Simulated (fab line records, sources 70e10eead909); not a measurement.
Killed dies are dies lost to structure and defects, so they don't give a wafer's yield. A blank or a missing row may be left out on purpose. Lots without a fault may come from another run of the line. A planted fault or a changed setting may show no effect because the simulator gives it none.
Chamber matching | flow nand_harc | NHARC_A_SGD_CUT_ETCHBACK_24 on rie_diel-04: 4 sister chambers
The step etches the open film in CH3F/O2, target depth 50 nm, time 92.857 s. 16 wafers are shown with their chamber, then 8 later ones without.

WAFERS WITH THEIR CHAMBER
wafer  | chamber | showerhead_plenum_p_Torr (Torr) | drypump_motor_current_A (A) | rf_vpp_V (V)
L079.2 | 0       | 2.47                            | 5.1                         | 245.0
L079.3 | 3       | 2.36                            | 4.8                         | 243.3
L079.6 | 1       | 2.38                            | 5.9                         | 243.0
L080.1 | 1       | 2.38                            | 6.0                         | 244.9
L080.3 | 2       | 2.34                            | 5.7                         | 244.5
L080.5 | 1       | 2.38                            | 6.0                         | 242.1
L081.1 | 1       | 2.38                            | 5.9                         | 243.1
L081.4 | 2       | 2.34                            | 5.8                         | 242.4
L081.6 | 3       | 2.36                            | 4.8                         | 242.7
L089.3 | 3       | 2.36                            | 4.8                         | 243.3
L089.4 | 0       | 2.47                            | 5.2                         | 244.1
L089.6 | 1       | 2.37                            | 6.0                         | 243.4
L088.2 | 2       | 2.34                            | 5.7                         | 242.7
L088.4 | 0       | 2.47                            | 5.2                         | 242.4
L088.5 | 3       | 2.36                            | 4.8                         | 241.5
L090.3 | 0       | 2.47                            | 5.2                         | 244.8

SIGNATURES (means of the wafers above)
reading                  | chamber 0 | chamber 1 | chamber 2 | chamber 3 | scatter within a chamber
showerhead_plenum_p_Torr | 2.4700    | 2.3780    | 2.3400    | 2.3600    | 0.00258
drypump_motor_current_A  | 5.175     | 5.960     | 5.733     | 4.800     | 0.0467
rf_vpp_V                 | 244.075   | 243.300   | 243.200   | 242.700   | 1.04
Rule: a wafer's distance from a chamber is the root of the sum, over the readings, of the square of ((its reading less the chamber's mean) divided by the reading's scatter). The wafer belongs to the nearest chamber; if the next one is less than 2 further off, it can't be placed. The scatter: the root of (the sum of the squares of (reading less its chamber's mean) over the shown wafers, divided by (wafers less chambers)).

WAFERS WITHOUT THEIR CHAMBER
wafer  | showerhead_plenum_p_Torr (Torr) | drypump_motor_current_A (A) | rf_vpp_V (V)
L090.4 | 2.36                            | 4.8                         | 244.1
L090.6 | 2.36                            | 4.8                         | 243.1
L093.2 | 2.47                            | 5.2                         | 243.4
L093.3 | 2.37                            | 5.9                         | 244.8
L093.4 | 2.36                            | 4.8                         | 242.1
L096.1 | 2.47                            | 5.2                         | 244.3
L096.2 | 2.36                            | 4.8                         | 242.9
L096.4 | 2.34                            | 5.7                         | 242.4

WHICH CHAMBER EACH WENT THROUGH
wafer  | from the rows above | in truth
L090.4 | 3                   | 3
L090.6 | 3                   | 3
L093.2 | 0                   | 0
L093.3 | 1                   | 1
L093.4 | 3                   | 3
L096.1 | 0                   | 0
L096.2 | 3                   | 3
L096.4 | 2                   | 2
Placed correctly: 8 of 8. Can't be placed from these rows: 0. Placed wrongly: 0.
